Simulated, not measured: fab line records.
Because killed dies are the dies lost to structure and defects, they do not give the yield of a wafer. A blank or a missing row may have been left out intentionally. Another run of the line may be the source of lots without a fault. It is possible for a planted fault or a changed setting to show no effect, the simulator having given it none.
Comparing a struck lot with a sound one || flow n5 finfet || 17 out of 1938 route steps
Sound: the wafers L471.2, L471.3, L471.4. Struck: wafers L480.4, L480.5 (left out: L480.6, a lot-mate that was not struck); the cause follows at the end.
For every step that has rows: the tool of each side, followed by ch and its chambers, followed by its first start. Under that, the readings that differ: sound wafers || struck wafers || difference of the means || sigmas: that difference in standard deviations of wafers without a fault.
alike: words and numbers the same on both sides, and readings whose means are apart by under 2 such deviations; not compared: readings that were withheld, readings missing a value for some wafer, numbers with overlapping values and no deviation given by the record, and bounds like >300 which may hide the same value.
The two part at a step that has a row with sigmas, a row that says differs or no value, or rows on one side only. Non-overlapping numbers with no deviation appear without sigmas and do not part them. A reading that every wafer of one side lacks parts them only if that side has two wafers or more.

first, 4 steps without rows for these wafers: N5_BEOL_M11_HM_STRIP_39 (strips TiN in peroxide tin strip, target depth 25 nm, time 158 s); N5_BEOL_M11_SRD_40 (time 30 s); N5_BEOL_M11_PRECLEAN_42 (cleans in residue remover, time 60 s); N5_BEOL_M11_SRD_43 (time 30 s).
N5_BEOL_M11_CD_MEAS_35: the cd target is 70 nm.
  struck on cd sem-02, day 12 19:52; sound on cd sem-03, day 10 12:15
  alike: cd nm
then, 1 step without rows for these wafers: N5_BEOL_M11_CURE_72 (cures SiCOH lowk, time 120 s).
N5_BEOL_M11_DEGAS_44: time 60 s.
  struck on pvd sputter-01, day 12 20:25; sound on pvd sputter-01, day 10 12:37
  alike: heater power w
N5_BEOL_M11_PRE_CLEAN_45: time 30 s.
  struck on pvd sputter-01, day 12 20:28; sound on pvd sputter-01, day 10 12:39
  alike: heater power w
N5_BEOL_M11_ALD_74: deposits TaN, target thk 2 nm, pulse time 2 s, purge time 3 s.
  sound on ald metal-03 ch 0,1,2, day 10 12:43; struck on ald metal-01 ch 3, day 12 20:31
  alike: heater power w
N5_BEOL_M11_SURFACE_TREAT_76:
  struck on pvd sputter-01, day 12 20:56; sound on pvd sputter-02, day 10 13:02
  not compared: throttle valve pct
then, 1 step without rows for these wafers: N5_BEOL_M11_CVD_75 (deposits Co from CCTBA/H2, target thk 2 nm, time 138.9 s).
N5_BEOL_M11_SPUTTER_48: material Cu, target thk 12 nm, time 2 s.
  struck on pvd sputter-02, day 12 21:13; sound on pvd sputter-01, day 10 14:34
  alike: throttle valve pct
N5_BEOL_M11_ECD_50: material Cu, target thk 318 nm.
  sound on ecd cu-02 ch 0,1, day 10 14:41; struck on ecd cu-01 ch 0, day 12 21:22
{"reading": "model.Cu_of_BEOL_M11_ECD_50.thk nm (nm)", "sound": "318 316.8 321.8", "struck": "502.6 504.8", "difference": "+184.8", "sigmas": ""}
then, 1 step without rows for these wafers: N5_BEOL_M11_ANNEAL_51 (time 90 s).
N5_BEOL_M11_CMP_52: polishes, stops on SiCOH lowk, t overpolish 7 s, target thk 140 nm.
  sound on cmp-03 ch 0,1,2, day 10 15:09; struck on cmp-03 ch 0,1, day 12 21:55
{"reading": "time to endpoint s (s)", "sound": "62 65 73", "struck": "99 109", "difference": "+37", "sigmas": "+10"}
  alike: motor current A
N5_BEOL_M11_THK_MEAS_53: measures by xrf.
  struck on film metro-01, day 12 22:08; sound on film metro-02, day 10 15:24
{"reading": "M11_THK (nm)", "sound": "134 135 136", "struck": "145 145", "difference": "+10", "sigmas": "+3"}
after that, 1 step had no rows for these wafers: N5_PASSIVATION_PROBE_49.

WHERE THEY PART
First at N5_BEOL_M11_CMP_52; last, within this record, at N5_BEOL_M11_THK_MEAS_53.

WHY: what had been put in by the simulator
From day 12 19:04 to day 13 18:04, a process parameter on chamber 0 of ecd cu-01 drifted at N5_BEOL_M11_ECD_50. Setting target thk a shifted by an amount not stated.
